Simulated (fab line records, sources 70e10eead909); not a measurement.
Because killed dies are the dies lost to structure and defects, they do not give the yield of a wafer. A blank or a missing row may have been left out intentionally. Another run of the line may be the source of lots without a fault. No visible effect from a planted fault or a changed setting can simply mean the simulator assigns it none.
Which tool is to blame? :: flow nand_harc :: 14 lots, 42 wafers sampled, at 5 steps of a route of 1159

## WHAT THE GAUGES SHOWED, per wafer
NHARC_END_SORT_01. Usual: killed_at_array 28, standard deviation 8.9; killed_at_other 0.8, standard deviation 1.2; killed_at_periphery 3.3, standard deviation 2.3; killed_dies 32, standard deviation 9.4; killed_open 3.2, standard deviation 1.8; killed_short 1.9, standard deviation 1.4.
lot: L711
measured: day 22 21:15
on: prober-01
killed_at_array: 32 20 26
killed_at_other: 0 0 1
killed_at_periphery: 645 657 650
killed_dies: 677 677 677
killed_open: 2 2 6
killed_short: 4 1 1
flag: OFF

lot: L716
measured: day 23 05:02
on: prober-01
killed_at_array: 35 32 26
killed_at_other: 4 3 5
killed_at_periphery: 638 642 646
killed_dies: 677 677 677
killed_open: 5 3 1
killed_short: 0 2 3
flag: OFF

## WHAT TOOL EACH LOT RAN ON (gives the tool, then ch and the chambers of the sampled wafers, and finally the start)
lot: L700
NHARC_P_GATE_EXPOSE_08: krf_scanner-04 ch 0, day 3 19:37
NHARC_THIN_TSV_STRIP_62: plasma_asher-01 ch 0,1, day 18 21:42
NHARC_THIN_TSV_PVD_19: pvd_sputter-01, day 19 02:10 or earlier
NHARC_THIN_TSV_STRIP_56: plasma_asher-01 ch 0,1, day 19 02:10

lot: L701
NHARC_P_GATE_EXPOSE_08: krf_scanner-04 ch 0, day 4 08:04
NHARC_THIN_TSV_STRIP_62: plasma_asher-01 ch 0,1, day 18 23:53
NHARC_THIN_TSV_PVD_19: pvd_sputter-01, day 19 04:05 or earlier
NHARC_THIN_TSV_STRIP_56: plasma_asher-01 ch 0,1, day 19 04:05

lot: L702
NHARC_P_GATE_EXPOSE_08: krf_scanner-02 ch 0, day 4 08:14
NHARC_THIN_TSV_STRIP_62: plasma_asher-01 ch 0,1, day 19 04:46
NHARC_THIN_TSV_PVD_19: pvd_sputter-01, day 19 08:42 or earlier
NHARC_THIN_TSV_STRIP_56: plasma_asher-02 ch 0,1, day 19 08:42

lot: L703
NHARC_P_GATE_EXPOSE_08: krf_scanner-04 ch 0, day 4 16:52
NHARC_THIN_TSV_STRIP_62: plasma_asher-02 ch 0,1, day 19 01:16
NHARC_THIN_TSV_PVD_19: pvd_sputter-02, day 19 05:18 or earlier
NHARC_THIN_TSV_STRIP_56: plasma_asher-02 ch 0,1, day 19 05:18

lot: L704
NHARC_P_GATE_EXPOSE_08: krf_scanner-01 ch 0, day 5 02:35
NHARC_THIN_TSV_STRIP_62: plasma_asher-02 ch 0,1, day 19 21:13
NHARC_THIN_TSV_PVD_19: pvd_sputter-02, day 20 01:15 or earlier
NHARC_THIN_TSV_STRIP_56: plasma_asher-02 ch 0,1, day 20 01:15

lot: L705
NHARC_P_GATE_EXPOSE_08: krf_scanner-02 ch 0, day 5 10:43
NHARC_THIN_TSV_STRIP_62: plasma_asher-02 ch 0, day 20 08:51
NHARC_THIN_TSV_PVD_19: pvd_sputter-01, day 20 12:52 or earlier
NHARC_THIN_TSV_STRIP_56: plasma_asher-02 ch 1, day 20 12:52

lot: L706
NHARC_P_GATE_EXPOSE_08: krf_scanner-01 ch 0, day 5 18:34
NHARC_THIN_TSV_STRIP_62: plasma_asher-02 ch 1, day 21 04:36
NHARC_THIN_TSV_PVD_19: pvd_sputter-01, day 21 09:22 or earlier
NHARC_THIN_TSV_STRIP_56: plasma_asher-02 ch 1, day 21 09:22

lot: L707
NHARC_P_GATE_EXPOSE_08: krf_scanner-04 ch 0, day 5 18:43
NHARC_THIN_TSV_STRIP_62: plasma_asher-02 ch 0,1, day 21 02:17
NHARC_THIN_TSV_PVD_19: pvd_sputter-01, day 21 06:44 or earlier
NHARC_THIN_TSV_STRIP_56: plasma_asher-02 ch 0,1, day 21 06:44

lot: L714
NHARC_P_GATE_EXPOSE_08: krf_scanner-04 ch 0, day 7 08:37
NHARC_THIN_TSV_STRIP_62: plasma_asher-02 ch 0,1, day 22 00:23
NHARC_THIN_TSV_PVD_19: pvd_sputter-02, day 22 05:26 or earlier
NHARC_THIN_TSV_STRIP_56: plasma_asher-02 ch 0,1, day 22 05:26

lot: L711
NHARC_P_GATE_EXPOSE_08: krf_scanner-01 ch 0, day 7 08:46
NHARC_THIN_TSV_STRIP_62: plasma_asher-02 ch 0,1, day 22 02:48
NHARC_THIN_TSV_PVD_19: pvd_sputter-01, day 22 08:26 or earlier
NHARC_THIN_TSV_STRIP_56: plasma_asher-02 ch 0,1, day 22 08:26

lot: L716
NHARC_P_GATE_EXPOSE_08: krf_scanner-01 ch 0, day 7 22:38
NHARC_THIN_TSV_STRIP_62: plasma_asher-02 ch 0,1, day 22 13:22
NHARC_THIN_TSV_PVD_19: pvd_sputter-02, day 22 17:18 or earlier
NHARC_THIN_TSV_STRIP_56: plasma_asher-02 ch 0,1, day 22 17:18

lot: L718
NHARC_P_GATE_EXPOSE_08: krf_scanner-04 ch 0, day 8 14:49
NHARC_THIN_TSV_STRIP_62: plasma_asher-01 ch 0,1, day 23 17:18
NHARC_THIN_TSV_PVD_19: pvd_sputter-02, day 23 21:08 or earlier
NHARC_THIN_TSV_STRIP_56: plasma_asher-02 ch 0,1, day 23 21:08

lot: L721
NHARC_P_GATE_EXPOSE_08: krf_scanner-02 ch 0, day 9 06:04
NHARC_THIN_TSV_STRIP_62: plasma_asher-01 ch 0,1, day 24 00:43
NHARC_THIN_TSV_PVD_19: pvd_sputter-02, day 24 04:39 or earlier
NHARC_THIN_TSV_STRIP_56: plasma_asher-01 ch 0,1, day 24 04:39

lot: L723
NHARC_P_GATE_EXPOSE_08: krf_scanner-04 ch 0, day 9 14:14
NHARC_THIN_TSV_STRIP_62: plasma_asher-02 ch 0,1, day 24 01:57
NHARC_THIN_TSV_PVD_19: pvd_sputter-03, day 24 05:59 or earlier
NHARC_THIN_TSV_STRIP_56: plasma_asher-02 ch 0,1, day 24 05:59
- NHARC_P_GATE_EXPOSE_08: exposes mask P HV.
- NHARC_THIN_TSV_STRIP_62: strips in N2/H2, time 20 s.
- NHARC_THIN_TSV_PVD_19: deposits TaN, target thk 20 nm.
- NHARC_THIN_TSV_STRIP_56: strips in O2.

## AS READ BY THE TOOLS THEMSELVES (means over the sampled wafers that have a number; for cases with no such wafer, the mark the record gives instead)
NHARC_THIN_TSV_STRIP_62. Usual: drypump_motor_current_A 6.1 A, standard deviation 0.43; heater_power_w 329 W, standard deviation 29.
lot: L700
tool: plasma_asher-01
drypump_motor_current_A (A): 6.6
heater_power_w (W): 337
flag: 

lot: L701
tool: plasma_asher-01
drypump_motor_current_A (A): 6.5
heater_power_w (W): 339
flag: 

lot: L702
tool: plasma_asher-01
drypump_motor_current_A (A): 6.6
heater_power_w (W): 340
flag: 

lot: L703
tool: plasma_asher-02
drypump_motor_current_A (A): 5.8
heater_power_w (W): 340
flag: 

lot: L704
tool: plasma_asher-02
drypump_motor_current_A (A): 5.8
heater_power_w (W): 338
flag: 

lot: L705
tool: plasma_asher-02
drypump_motor_current_A (A): 5.9
heater_power_w (W): 367
flag: 

lot: L706
tool: plasma_asher-02
drypump_motor_current_A (A): 5.6
heater_power_w (W): 298
flag: 

lot: L707
tool: plasma_asher-02
drypump_motor_current_A (A): 5.8
heater_power_w (W): 346
flag: 

lot: L714
tool: plasma_asher-02
drypump_motor_current_A (A): 5.8
heater_power_w (W): 345
flag: 

lot: L711
tool: plasma_asher-02
drypump_motor_current_A (A): 5.7
heater_power_w (W): 319
flag: 

lot: L716
tool: plasma_asher-02
drypump_motor_current_A (A): 5.7
heater_power_w (W): 316
flag: 

lot: L718
tool: plasma_asher-01
drypump_motor_current_A (A): 6.6
heater_power_w (W): 323
flag: 

lot: L721
tool: plasma_asher-01
drypump_motor_current_A (A): 6.6
heater_power_w (W): 328
flag: 

lot: L723
tool: plasma_asher-02
drypump_motor_current_A (A): 5.7
heater_power_w (W): 310
flag: 

NHARC_THIN_TSV_PVD_19. Usual: throttle_valve_pct 29.9 %, standard deviation 0.86.
lot: L700
tool: pvd_sputter-01
throttle_valve_pct (%): 29.8
flag: 

lot: L701
tool: pvd_sputter-01
throttle_valve_pct (%): 29.7
flag: 

lot: L702
tool: pvd_sputter-01
throttle_valve_pct (%): 29.7
flag: 

lot: L703
tool: pvd_sputter-02
throttle_valve_pct (%): 29.8
flag: 

lot: L704
tool: pvd_sputter-02
throttle_valve_pct (%): 29.0
flag: 

lot: L705
tool: pvd_sputter-01
throttle_valve_pct (%): 29.4
flag: 

lot: L706
tool: pvd_sputter-01
throttle_valve_pct (%): 29.7
flag: 

lot: L707
tool: pvd_sputter-01
throttle_valve_pct (%): 29.7
flag: 

lot: L714
tool: pvd_sputter-02
throttle_valve_pct (%): 29.4
flag: 

lot: L711
tool: pvd_sputter-01
throttle_valve_pct (%): 29.8
flag: 

lot: L716
tool: pvd_sputter-02
throttle_valve_pct (%): 29.5
flag: 

lot: L718
tool: pvd_sputter-02
throttle_valve_pct (%): 29.4
flag: 

lot: L721
tool: pvd_sputter-02
throttle_valve_pct (%): 29.2
flag: 

lot: L723
tool: pvd_sputter-03
throttle_valve_pct (%): 30.2
flag: 

NHARC_THIN_TSV_STRIP_56. Usual: drypump_motor_current_A 5.9 A, standard deviation 0.36; heater_power_w 329 W, standard deviation 33.
lot: L700
tool: plasma_asher-01
drypump_motor_current_A (A): 6.6
heater_power_w (W): 334
flag: 

lot: L701
tool: plasma_asher-01
drypump_motor_current_A (A): 6.6
heater_power_w (W): 338
flag: 

lot: L702
tool: plasma_asher-02
drypump_motor_current_A (A): 5.7
heater_power_w (W): 315
flag: 

lot: L703
tool: plasma_asher-02
drypump_motor_current_A (A): 5.7
heater_power_w (W): 315
flag: 

lot: L704
tool: plasma_asher-02
drypump_motor_current_A (A): 5.7
heater_power_w (W): 317
flag: 

lot: L705
tool: plasma_asher-02
drypump_motor_current_A (A): 5.6
heater_power_w (W): 291
flag: 

lot: L706
tool: plasma_asher-02
drypump_motor_current_A (A): 5.6
heater_power_w (W): 296
flag: 

lot: L707
tool: plasma_asher-02
drypump_motor_current_A (A): 5.8
heater_power_w (W): 344
flag: 

lot: L714
tool: plasma_asher-02
drypump_motor_current_A (A): 5.8
heater_power_w (W): 344
flag: 

lot: L711
tool: plasma_asher-02
drypump_motor_current_A (A): 5.7
heater_power_w (W): 317
flag: 

lot: L716
tool: plasma_asher-02
drypump_motor_current_A (A): 5.7
heater_power_w (W): 319
flag: 

lot: L718
tool: plasma_asher-02
drypump_motor_current_A (A): 5.7
heater_power_w (W): 312
flag: 

lot: L721
tool: plasma_asher-01
drypump_motor_current_A (A): 6.6
heater_power_w (W): 323
flag: 

lot: L723
tool: plasma_asher-02
drypump_motor_current_A (A): 5.8
heater_power_w (W): 339
flag: 

## THE ANSWER, worked out from the rows above alone
Rule: a lot is off if the mean of its wafers that have a number lies more than 3 standard deviations from the usual mean. Also off: a lot with no number at a reading for which 4 or more lots have one. Any other lot the step has rows for is counted as sound. First the gauges in route order, then the tools' own readings, where a lot's mean is used as printed above. The first step at which some lot is off is used, and at that step the reading that is off furthest; a lot without a number counts as furthest.
Off: L711, L716, at NHARC_END_SORT_01 (killed_at_periphery). Neither off nor sound, because the step has no rows for them: L700, L701, L702, L703, L704, L705, L706, L707, L714, L718, L721, L723.
If a tool, at a process step before that reading, ran all the lots that are off and no sound lot after the first of them, it fits. Gauges at NHARC_END_SORT_01: tried the same way as those tools. With no start given for some of its lots, NHARC_THIN_TSV_PVD_19 uses the hours and lot order of NHARC_THIN_TSV_STRIP_56. Can't be told from this: 3 tools fit, krf_scanner-01 at NHARC_P_GATE_EXPOSE_08, plasma_asher-02 at NHARC_THIN_TSV_STRIP_62 and NHARC_THIN_TSV_STRIP_56, prober-01 at NHARC_END_SORT_01.

## WHAT HAD BEEN PUT IN BY THE SIMULATOR
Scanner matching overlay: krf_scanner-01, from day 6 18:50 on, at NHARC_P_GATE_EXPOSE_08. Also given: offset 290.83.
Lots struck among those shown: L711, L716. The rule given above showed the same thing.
